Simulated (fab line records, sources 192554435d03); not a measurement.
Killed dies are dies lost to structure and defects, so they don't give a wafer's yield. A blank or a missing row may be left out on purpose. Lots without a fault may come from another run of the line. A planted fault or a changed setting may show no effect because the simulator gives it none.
One fault seen from 3 desks | flow n5_finfet | each desk has only its own numbers; what lay behind them comes last

THE DEFECT DESK
What the inspections along the route counted, lot by lot: means of the sampled wafers that have a number. A lot is out of limits, marked OUT, if its mean lies more than 4 standard deviations from the usual mean; the brackets give that distance.
Columns: A = raw_defect_count at N5_BEOL_M9_INSPECT_13, usual 413
lot  | first seen here | A
L180 | day 10 19:30    | 384
L179 | day 11 06:56    | 350
L181 | day 11 08:53    | 322
L186 | day 12 14:42    | 354
L185 | day 12 20:22    | 435
L187 | day 14 01:37    | 422
L190 | day 14 01:46    | 411
L193 | day 14 20:40    | 456
L195 | day 15 03:34    | 411
L194 | day 15 04:30    | 543
L198 | day 15 17:11    | 439
L197 | day 15 17:50    | 453
L199 | day 16 10:59    | 551
This desk's finding: nothing out of limits on any of the 13 lots.

THE TOOL OWNER'S DESK: litho_track-05
The tool's own readings at N5_BEOL_M9_COAT_05 (resist thk 90 nm): means of the sampled wafers that have a number, for each lot that ran on this tool. A lot is out of limits, marked OUT, if its mean lies more than 4 standard deviations from the usual mean; the brackets give that distance.
Columns: A = spin_speed_rpm at N5_BEOL_M9_COAT_05, usual 1500.2 rpm
lot  | first seen here | A
L180 | day 10 19:05    | 1500.4
L186 | day 12 14:25    | 1500.3
L193 | day 14 20:15    | 1570.2 (+70) OUT
L195 | day 15 03:16    | 1571.9 (+72) OUT
L194 | day 15 04:01    | 1570.1 (+70) OUT
This desk's finding: out of limits on L193, L194, L195; first on L193, day 14 20:15 (spin_speed_rpm at N5_BEOL_M9_COAT_05). In limits: L180, L186.

THE METROLOGY DESK
What the gauges read, lot by lot, whatever tool the lot ran on: means of the sampled wafers that have a number. A lot is out of limits, marked OUT, if its mean lies more than 4 standard deviations from the usual mean; the brackets give that distance.
Columns: A = M8_RS at N5_BEOL_M8_RS_MEAS_57, usual 0.284 ohm/sq
lot  | first seen here | A
L180 | day 10 17:38    | 0.280
L179 | day 11 05:11    | 0.287
L181 | day 11 06:43    | 0.274
L186 | day 12 10:28    | 0.286
L185 | day 12 17:06    | 0.291
L187 | day 13 21:36    | 0.295
L190 | day 13 21:55    | 0.278
L193 | day 14 18:44    | 0.276
L195 | day 15 01:59    | 0.287
L194 | day 15 02:07    | 0.274
L198 | day 15 14:16    | 0.270
L197 | day 15 15:37    | 0.279
L199 | day 16 08:01    | 0.290
This desk's finding: nothing out of limits on any of the 13 lots.

PUT TOGETHER
The tool owner's desk could have raised an alarm at day 14 20:15, on L193, L194, L195.
The defect desk saw nothing out of limits.
The metrology desk saw nothing out of limits.
The defect desk has L193, L194, L195 on record, within its limits.
The metrology desk has L193, L194, L195 on record, within its limits.
Of the lots named, all ran N5_BEOL_M9_COAT_05 on litho_track-05.

WHAT THE SIMULATOR HAD PUT IN
Process parameter drift: litho_track-05, from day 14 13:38 on, at N5_BEOL_M9_COAT_05. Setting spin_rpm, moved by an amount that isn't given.
Lots struck among those shown: L193, L194, L195.
Hours from the fault's start to each desk's first reading out of limits: the tool owner's desk, 7.
